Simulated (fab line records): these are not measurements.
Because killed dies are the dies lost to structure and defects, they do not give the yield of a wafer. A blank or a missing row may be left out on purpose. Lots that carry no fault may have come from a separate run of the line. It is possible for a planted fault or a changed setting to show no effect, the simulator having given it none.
A single fault, viewed from 2 desks	flow n5 finfet	only its own numbers are on each desk; what lay behind them is given at the end

DESK OF THE TOOL OWNER: pecvd-03
The tool's own readings at N5_BEOL_M3_PECVD_72 (deposits SiO2 from TEOS/O2, target thk 16 nm, time 18 s): means of the sampled wafers that have a number, for each lot that ran on this tool. The brackets show how far a lot's mean lies from the usual mean; more than 4 standard deviations puts the lot out of limits, marked OUT.
Columns: A = heater power w at N5_BEOL_M3_PECVD_72, usual 746 W; B = showerhead plenum p Torr at N5_BEOL_M3_PECVD_72, usual 8.81 Torr; C = throttle valve pct at N5_BEOL_M3_PECVD_72, usual 22.4 %
lot	first seen here	A	B	C
L347	day 7 20:08	736	8.84	21.5
L349	day 8 03:12	856	8.87	22.1
L359	day 10 21:20	719	8.86	21.6
This desk's verdict: no lot among the 3 shows anything out of limits.

THE METROLOGY DESK
Lot by lot, what the gauges showed, no matter which tool ran the lot: averages of those sampled wafers that carry a number. The brackets show how far a lot's mean lies from the usual mean; more than 4 standard deviations puts the lot out of limits, marked OUT. Shown here are 7 of its 10 readings, the ones lying furthest out on some lot.
Columns: A = DIBL_N at N5_BEOL_M4_RC_MEAS_101, usual 36.0 mV/V; B = DIBL_P at N5_BEOL_M4_RC_MEAS_101, usual 35.9 mV/V; C = IOFF_P at N5_BEOL_M4_RC_MEAS_101, usual 0.21 nA/um; D = ION_N at N5_BEOL_M4_RC_MEAS_101, usual 675 uA/um; E = ION_P at N5_BEOL_M4_RC_MEAS_101, usual 463 uA/um; F = VT_N at N5_BEOL_M4_RC_MEAS_101, usual 250 mV; G = VT_P at N5_BEOL_M4_RC_MEAS_101, usual -251 mV
lot	first seen here	A	B	C	D	E	F	G
L344	day 7 20:41	33.9	33.0	0.18	665	461	253	-251
L345	day 8 00:44	36.3	36.1	0.20	670	458	251	-254
L346	day 8 00:55	34.7	36.0	0.19	670	458	251	-253
L347	day 9 02:25	34.9	35.2	0.17	664	449	250	-254
L349	day 9 03:22	36.0	35.7	0.20	676	461	249	-251
L353	day 9 23:51	36.3	35.0	0.17	657	450	256	-256
L359	day 12 00:31	34.6	34.1	0.16	653	449	252	-257
L361	day 12 02:56	37.0	37.8	0.23	681	466	246	-250
L363	day 12 17:16	39.0	40.1	0.26	687	473	247	-249
L366	day 13 18:15	36.0	38.0	0.23	683	465	245	-251
This desk's verdict: no lot among the 10 shows anything out of limits.

BROUGHT TOGETHER
The desk of the tool owner found nothing out of limits.
From the metrology desk's view, nothing was out of limits.

WHAT THE SIMULATOR HAD INSERTED
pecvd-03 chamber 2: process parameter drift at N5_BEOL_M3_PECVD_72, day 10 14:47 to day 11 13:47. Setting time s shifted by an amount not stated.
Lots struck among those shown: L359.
